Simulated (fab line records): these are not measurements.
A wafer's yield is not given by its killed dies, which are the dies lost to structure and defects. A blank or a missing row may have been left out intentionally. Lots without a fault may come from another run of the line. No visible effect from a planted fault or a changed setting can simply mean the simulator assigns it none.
Split-lot trial -- flow n5Finfet -- 7 lots, 21 wafers read, on a route of 1938 steps

## ON THE SPLIT
At N5_BEOL_M6_TRENCH_ETCH_37 (etches SiCOH lowk in C4F6/O2, target depth 94.435 nm, time 31.5 s), the setting timeS was moved away from the recipe's 31.5 s on 7 of the 21 wafers read, by -15.3% to -7.3%. All remaining wafers had this setting at the recipe value.

## FROM THE SPLIT TO THE READING: what the file shows between them, 2 steps
- N5_BEOL_M6_ETCH_41: etches SiCN in CH3F/O2, target depth 29.7 nm, time 52 s
- N5_BEOL_M6_STRIP_80: strips in N2/H2, time 10 s

## THE READING
trenchDepthNm, in nm, at N5_BEOL_M6_OCD_MEAS_38. Fault-free wafers of this fab line usually give 94.6 nm, standard deviation 1.5 nm.

wafer,"tool, chamber at the split","timeS as run, s",against the recipe,"trenchDepthNm, nm",against lot-mates on the recipe
L075.1,"rieDiel-04, 3",31.5,recipe,91.2,-
L075.3,"rieDiel-04, 0",31.5,recipe,94.8,-
L075.4,"rieDiel-04, 2",29.2,-7.3%,89.6,-3.4
L079.1,"rieDiel-02, 2",27.9,-11.4%,84.1,-10.1
L079.2,"rieDiel-02, 1",31.5,recipe,94.2,-
L079.5,"rieDiel-02, 0",27.9,-11.4%,83.1,-11.1
L082.1,"rieDiel-04, 3",31.5,recipe,93.8,-
L082.3,"rieDiel-04, 0",31.5,recipe,93.3,-
L082.5,"rieDiel-04, 0",31.5,recipe,94.7,-
L083.1,"rieDiel-04, 0",31.5,recipe,95.4,-
L083.2,"rieDiel-04, 2",31.5,recipe,95.7,-
L083.4,"rieDiel-04, 3",31.5,recipe,93.5,-
L087.1,"rieDiel-02, 2",31.5,recipe,95.0,-
L087.4,"rieDiel-02, 3",26.68,-15.3%,82.0,-13.0
L087.6,"rieDiel-02, 1",26.68,-15.3%,79.8,-15.2
L096.1,"rieDiel-03, 1",31.5,recipe,95.9,-
L096.5,"rieDiel-03, 3",27.07,-14.1%,80.1,-15.8
L096.6,"rieDiel-03, 0",27.07,-14.1%,79.9,-16.0
L097.1,"rieDiel-03, 1",31.5,recipe,97.0,-
L097.5,"rieDiel-03, 1",31.5,recipe,95.1,-
L097.6,"rieDiel-03, 2",31.5,recipe,95.0,-

FIT RESULTS
A straight line over all 21 wafers: trenchDepthNm changes by +0.954 nm for each +1% of timeS; r = +0.98; the points scatter about the line by 1.4 nm.
The same after taking each lot's own level away (the mean of its wafers on the recipe; 21 wafers): +0.982 nm for each +1%; r = +0.97; scatter 1.5 nm.
The reading moves by 15 nm for the largest change in timeS, on that fit.
Across the lots, their own levels run from 93.00 to 95.90 nm, a range of 1.9 times the standard deviation given above.
So the lot-to-lot level changes the slope little: the two slopes agree.
Check: for one of the wafers moved furthest among these (-15.3%), held out of the fit, the line's prediction against its lot-mates is -15.4 nm. Against them it came out at -13 nm.

## THESE WAFERS: OTHER SPLITS
These wafers also went through other splits before the reading. Each is held against what the fit with the lots' levels taken away leaves over:
other split on the same wafers,wafers away from the commonest value,r with trenchDepthNm (lot level and that fit taken away)
N5_BEOL_M3_ETCH_70 biasW,7,+0.17
N5_BEOL_M4_TRENCH_ETCH_37 timeS,8,+0.18
N5_BEOL_M5_COAT_66 spinRpm,5,+0.09
N5_BEOL_M5_COAT_22 spinRpm,4,-0.02
N5_BEOL_M6_HM_DEP_02 targetThkA,9,+0.15

## THE WHOLE CHAIN: every reading that the file lists as answering this split, in the file's order
step,what it does,reading,change (the file's fit),r (the file's)
N5_BEOL_M6_TRENCH_ETCH_37,"etches SiCOH lowk in C4F6/O2, target depth 94.435 nm, time 31.5 s","etch.depthNm (the simulator's own value, which no gauge read)",+0.974 nm for each +1% of the setting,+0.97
N5_BEOL_M6_TRENCH_ETCH_37,"etches SiCOH lowk in C4F6/O2, target depth 94.435 nm, time 31.5 s","BEOL_M6.featureDepthNm (the simulator's own value, which no gauge read)",+0.981 nm for each +1% of the setting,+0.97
N5_BEOL_M6_OCD_MEAS_38,,trenchDepthNm,+0.953 nm for each +1% of the setting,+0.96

## THE FILE'S OWN FIT
trenchDepthNm changes by +0.953 nm for each +1% of timeS, r = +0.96.
